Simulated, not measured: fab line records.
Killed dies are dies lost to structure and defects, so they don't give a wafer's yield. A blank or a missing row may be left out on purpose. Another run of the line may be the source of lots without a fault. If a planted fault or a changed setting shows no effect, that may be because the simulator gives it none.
Matching of chambers | flow nandHarc | NHARC_A_CHANNEL_HOLE_D2_DEP_01 on pecvd-02 has 3 sister chambers
The step deposits SiON, target thk 140 nm. 6 wafers are shown with their chamber, then 10 later ones without.

## WAFERS PAIRED WITH THEIR CHAMBERS
wafer  | chamber | heaterPowerW (W)
L080.5 | 0       | 686
L084.1 | 1       | 702
L084.2 | 0       | 772
L084.4 | 2       | 571
L088.3 | 1       | 674
L088.5 | 2       | 658

## WAFERS WHOSE CHAMBER IS MISSING
wafer  | heaterPowerW (W)
L088.6 | 671
L093.1 | 574
L093.3 | 576
L093.4 | 587
L096.2 | 663
L096.3 | 780
L096.6 | 663
L097.2 | 565
L097.3 | 570
L097.5 | 586

## CHAMBER TAKEN BY EACH
wafer  | from the rows above          | in truth
L088.6 | can't be placed: 1 or 2 or 0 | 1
L093.1 | can't be placed: 2 or 1      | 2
L093.3 | can't be placed: 2 or 1      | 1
L093.4 | can't be placed: 2 or 1      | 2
L096.2 | can't be placed: 1 or 2 or 0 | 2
L096.3 | can't be placed: 0 or 1      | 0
L096.6 | can't be placed: 1 or 2 or 0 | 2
L097.2 | can't be placed: 2 or 1      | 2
L097.3 | can't be placed: 2 or 1      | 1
L097.5 | can't be placed: 2 or 1      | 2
Placed correctly: 0 of 10. Cannot be placed on the basis of these rows: 10; the candidates contain the true chamber in 10. Wrongly placed: 0.
How it was worked out, from the rows above alone: a wafer's distance from a chamber is the root of the sum, over the readings, of the square of ((its reading less the chamber's mean) divided by the reading's scatter). If the next closest chamber is less than 2 further off than the closest, the wafer can't be placed; otherwise it belongs to the closest. The mean given for a chamber averages the wafers shown for that chamber. How the scatter is found: for the shown wafers, subtract from each reading the mean of its chamber, square and add these, divide the total by (wafers less chambers), then take the root.
